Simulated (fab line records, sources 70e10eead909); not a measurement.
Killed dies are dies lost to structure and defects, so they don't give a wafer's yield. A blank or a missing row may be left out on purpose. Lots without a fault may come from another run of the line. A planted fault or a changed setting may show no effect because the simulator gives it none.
Which tool did it? | flow nand_harc | 7 lots, 21 wafers sampled, at 5 steps of a route of 1159

WHAT THE GAUGES READ, wafer by wafer
NHARC_END_SORT_01.
lot  | measured     | on        | killed_at_array
L196 | day 20 09:37 | prober-02 | 33 30 19
L207 | day 23 17:22 | prober-02 | 75 80 70
L211 | day 24 15:58 | prober-01 | 33

WHICH TOOL RAN EACH LOT (tool, then ch and the chambers of the sampled wafers, then the start)
lot  | NHARC_A_ONON_D1_DEP_19           | NHARC_THIN_TSV_CMP_01         | NHARC_THIN_TSV_ANNEAL_52         | NHARC_THIN_TSV_PRE_CLEAN_54
L194 | pecvd_onon-02 ch 0, day 8 20:11  | cmp-02 ch 0,1,2, day 19 05:44 | rtp_anneal-02 ch 0, day 19 11:04 | pvd_sputter-02, day 19 11:53
L196 | pecvd_onon-02 ch 0, day 9 07:25  | cmp-03 ch 0,3, day 19 15:51   | rtp_anneal-02 ch 0, day 19 21:13 | pvd_sputter-02, day 19 22:07
L198 | pecvd_onon-01 ch 0, day 9 16:07  | cmp-03 ch 2,3, day 20 08:24   | rtp_anneal-02 ch 0, day 20 13:30 | pvd_sputter-01, day 20 14:25
L207 | pecvd_onon-03 ch 0, day 12 02:07 | cmp-01 ch 0,1,3, day 23 00:17 | rtp_anneal-01 ch 0, day 23 06:04 | pvd_sputter-02, day 23 06:50
L210 | pecvd_onon-02 ch 0, day 12 15:03 | cmp-02 ch 0,2,3, day 23 10:16 | rtp_anneal-02 ch 0, day 23 18:03 | pvd_sputter-02, day 23 18:58
L211 | pecvd_onon-01 ch 0, day 13 01:51 | cmp-02 ch 0,1, day 23 19:29   | rtp_anneal-02 ch 0, day 24 01:05 | pvd_sputter-01, day 24 01:55
L215 | pecvd_onon-01 ch 0, day 13 19:50 | cmp-01 ch 0,1,3, day 24 10:32 | rtp_anneal-02 ch 0, day 24 16:00 | pvd_sputter-02, day 24 16:53
- NHARC_A_ONON_D1_DEP_19: target thk 1000 nm.
- NHARC_THIN_TSV_CMP_01: polishes.
- NHARC_THIN_TSV_ANNEAL_52: time 90 s.
- NHARC_THIN_TSV_PRE_CLEAN_54: time 30 s.

THE ANSWER, worked out from the rows above alone
Rule: what is usual is taken from the lots themselves. Put in order of their means at a reading, lots are off if they are a third of the lots or fewer, leave a main group of 4 or more, and stand apart from it by a gap of 3 or more times the standard deviation of the main group's means; of several such gaps the widest counts. A main group whose means are all the same, to the digits that the tables above print for the reading, isn't used. A lot without any number at a reading at which 4 lots or more have one is off too. The other lots that the step has rows for count as sound.
No lot is off at any reading shown: from this, nothing can be told.

WHAT THE SIMULATOR HAD PUT IN
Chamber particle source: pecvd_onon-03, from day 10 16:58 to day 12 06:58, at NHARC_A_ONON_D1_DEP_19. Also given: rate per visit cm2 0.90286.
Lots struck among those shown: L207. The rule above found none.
